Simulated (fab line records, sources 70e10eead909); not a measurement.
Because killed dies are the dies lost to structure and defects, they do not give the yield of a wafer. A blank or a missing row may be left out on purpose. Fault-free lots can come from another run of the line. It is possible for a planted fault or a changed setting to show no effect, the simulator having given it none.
Matching of chambers	flow nand-harc	NHARC_A_CHANNEL_FILL_D2_CMP_10 on cmp-04: 4 sister chambers
The step polishes, target thk 150 nm. 16 wafers are shown with their chamber, then 8 later ones without.

WAFERS, EACH WITH ITS CHAMBER
wafer	chamber	motor-current-A (A)	time-to-endpoint-s (s)
L076.2	0	13.0	17.2
L076.3	2	11.3	15.9
L076.4	3	12.4	18.0
L081.2	3	12.7	18.6
L081.3	0	12.9	16.2
L081.5	3	12.8	17.2
L083.2	3	12.2	17.3
L083.4	1	12.2	13.6
L083.5	2	11.8	16.6
L086.3	2	11.6	16.7
L086.4	0	12.6	17.6
L086.6	1	11.1	14.0
L090.2	3	11.8	14.1
L090.3	2	11.4	13.9
L090.5	2	11.3	10.4
L091.3	0	13.2	16.6

SIGNATURES (averages over the wafers above)
reading	chamber 0	chamber 1	chamber 2	chamber 3	scatter within a chamber
motor-current-A	12.925	11.650	11.480	12.380	0.368
time-to-endpoint-s	16.900	13.800	14.700	17.040	1.86
Rule: a wafer lies at a distance from a chamber equal to the root of the sum of squares, over the readings, of (its reading less the chamber's mean, divided by the reading's scatter). If the next closest chamber is less than 2 further off than the closest, the wafer can't be placed; otherwise it belongs to the closest. The scatter: take each reading less its chamber's mean, square it, sum over the shown wafers, divide by the number of wafers less the number of chambers, and take the root.

WAFERS MISSING THEIR CHAMBER
wafer	motor-current-A (A)	time-to-endpoint-s (s)
L091.4	12.4	16.8
L091.6	13.3	14.7
L095.2	12.9	19.1
L095.5	12.4	19.1
L095.6	13.1	19.9
L096.2	11.5	12.2
L096.3	13.8	15.4
L096.5	11.9	13.4

THE CHAMBER EACH PASSED THROUGH
wafer	from the rows above	in truth
L091.4	can't be placed: 3 or 0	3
L091.6	can't be placed: 0 or 3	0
L095.2	can't be placed: 0 or 3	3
L095.5	can't be placed: 3 or 0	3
L095.6	can't be placed: 0 or 3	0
L096.2	can't be placed: 1 or 2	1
L096.3	can't be placed: 0 or 3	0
L096.5	can't be placed: 1 or 2 or 3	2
0 of 8 placed correctly. Cannot be placed on the basis of these rows: 8; the candidates contain the true chamber in 8. Number placed wrongly: 0.
